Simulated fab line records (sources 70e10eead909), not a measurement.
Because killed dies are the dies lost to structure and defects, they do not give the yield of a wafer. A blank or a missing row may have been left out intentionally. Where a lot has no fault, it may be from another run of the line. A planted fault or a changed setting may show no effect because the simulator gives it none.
Which tool is to blame? + flow nandHarc + 7 lots, 21 wafers sampled, at 4 steps of a route of 1302

WHAT EACH GAUGE READ, for each wafer
NHARC_P_M0_INSPECT_27.
| lot  | measured     | on               | rawDefectCount |
|------|--------------|------------------|----------------|
| L512 | day 8 06:23  | defectInspect-02 | 207 247 175    |
| L513 | day 9 00:20  | defectInspect-02 | 474 680 391    |
| L517 | day 10 16:25 | defectInspect-02 | 186 386 249    |
| L522 | day 12 04:54 | defectInspect-01 | 369 368 372    |
| L524 | day 13 04:47 | defectInspect-02 | 383 272 381    |
| L526 | day 13 22:37 | defectInspect-02 | 233 440 648    |
| L529 | day 15 10:24 | defectInspect-02 | 257 295 137    |

EACH LOT AND THE TOOL THAT RAN IT (in order: tool; ch and the chambers of the sampled wafers; start)
| lot  | NHARC_P_M0_ETCH_34                | NHARC_P_M0_PVD_20           | NHARC_P_M0_ANNEAL_30            |
|------|-----------------------------------|-----------------------------|---------------------------------|
| L512 | rieDiel-09 ch 1,3, day 8 03:56    | pvdSputter-01, day 8 04:57  | rtpAnneal-01 ch 0, day 8 05:34  |
| L513 | rieDiel-08 ch 1,2, day 8 21:55    | pvdSputter-01, day 8 22:54  | rtpAnneal-01 ch 0, day 8 23:35  |
| L517 | rieDiel-08 ch 0,1, day 10 14:01   | pvdSputter-03, day 10 14:59 | rtpAnneal-01 ch 0, day 10 15:38 |
| L522 | rieDiel-09 ch 0,1,3, day 12 02:31 | pvdSputter-01, day 12 03:27 | rtpAnneal-01 ch 0, day 12 04:05 |
| L524 | rieDiel-08 ch 0,1, day 12 23:28   | pvdSputter-01, day 13 03:15 | rtpAnneal-01 ch 0, day 13 04:01 |
| L526 | rieDiel-09 ch 2,3, day 13 20:13   | pvdSputter-02, day 13 21:11 | rtpAnneal-01 ch 0, day 13 21:47 |
| L529 | rieDiel-11 ch 1,2,3, day 15 08:01 | pvdSputter-03, day 15 09:00 | rtpAnneal-02 ch 0, day 15 09:41 |
- NHARC_P_M0_ETCH_34: etches the open film in N2/H2, target depth 40 nm, overetch 12 nm, time 43.94 s.
- NHARC_P_M0_PVD_20: deposits TaN, target thk 5 nm, time 8.06 s.
- NHARC_P_M0_ANNEAL_30: time 90 s.

THE ANSWER, worked out from the rows above alone
Rule: what is usual is taken from the lots themselves. The widest of any qualifying gaps counts: lots, ordered by their means at a reading, are off when they make up no more than a third of the lots, leave a main group of 4 or more, and stand apart from it by 3 or more times the standard deviation of that group's means. A main group is skipped when, at the precision printed for the reading in the tables above, its means are all equal. A lot without any number at a reading at which 4 lots or more have one is off too. Any other lot the step has rows for is counted as sound.
None of the lots is off at any reading shown; this tells nothing.

WHAT WAS PUT IN BY THE SIMULATOR
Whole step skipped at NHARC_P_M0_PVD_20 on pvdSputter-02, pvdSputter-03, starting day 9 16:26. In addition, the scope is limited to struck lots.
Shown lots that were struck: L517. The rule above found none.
